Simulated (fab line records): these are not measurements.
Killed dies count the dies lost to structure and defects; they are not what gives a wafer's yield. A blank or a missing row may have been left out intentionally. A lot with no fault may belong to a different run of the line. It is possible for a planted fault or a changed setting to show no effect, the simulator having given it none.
Matching of chambers :: flow nandHarc :: NHARC_P_GATE_STRIP_108 on rieDiel-01 has 4 sister chambers
The step strips in O2. 4 wafers are shown with their chamber, then 9 later ones without.

WAFERS, EACH WITH ITS CHAMBER
wafer: L077.5
chamber: 3
rfVppV (V): 58.1

wafer: L080.3
chamber: 2
rfVppV (V): 57.8

wafer: L080.5
chamber: 0
rfVppV (V): 57.6

wafer: L080.6
chamber: 1
rfVppV (V): 58.9

WAFERS WITH NO CHAMBER GIVEN
wafer: L082.1
rfVppV (V): 56.7

wafer: L082.4
rfVppV (V): 58.1

wafer: L082.5
rfVppV (V): 58.3

wafer: L091.3
rfVppV (V): 58.0

wafer: L091.4
rfVppV (V): 56.7

wafer: L091.6
rfVppV (V): 58.6

wafer: L097.2
rfVppV (V): 57.0

wafer: L097.4
rfVppV (V): 56.8

wafer: L097.5
rfVppV (V): 56.9

THE CHAMBER EACH PASSED THROUGH
wafer: L082.1
from the rows above: can't be placed: 0 or 2 or 3
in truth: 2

wafer: L082.4
from the rows above: can't be placed: 3 or 2 or 0 or 1
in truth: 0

wafer: L082.5
from the rows above: can't be placed: 3 or 2 or 1 or 0
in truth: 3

wafer: L091.3
from the rows above: can't be placed: 3 or 2 or 0 or 1
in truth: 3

wafer: L091.4
from the rows above: can't be placed: 0 or 2 or 3
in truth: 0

wafer: L091.6
from the rows above: can't be placed: 1 or 3 or 2 or 0
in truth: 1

wafer: L097.2
from the rows above: can't be placed: 0 or 2 or 3
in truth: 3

wafer: L097.4
from the rows above: can't be placed: 0 or 2 or 3
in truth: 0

wafer: L097.5
from the rows above: can't be placed: 0 or 2 or 3
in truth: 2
Placed correctly: 0 of 9. Cannot be placed on the basis of these rows: 9; the candidates contain the true chamber in 9. Wrongly placed: 0.
How it was worked out, from the rows above alone: a wafer's distance from a chamber is the root of the sum, over the readings, of the square of ((its reading less the chamber's mean) divided by the reading's scatter). If the next closest chamber is less than 2 further off than the closest, the wafer can't be placed; otherwise it belongs to the closest. A chamber's mean is the mean of its shown wafers. The scatter: with one shown wafer a chamber, the root of the mean of the squares of how far each hidden wafer lies from its nearest shown one.
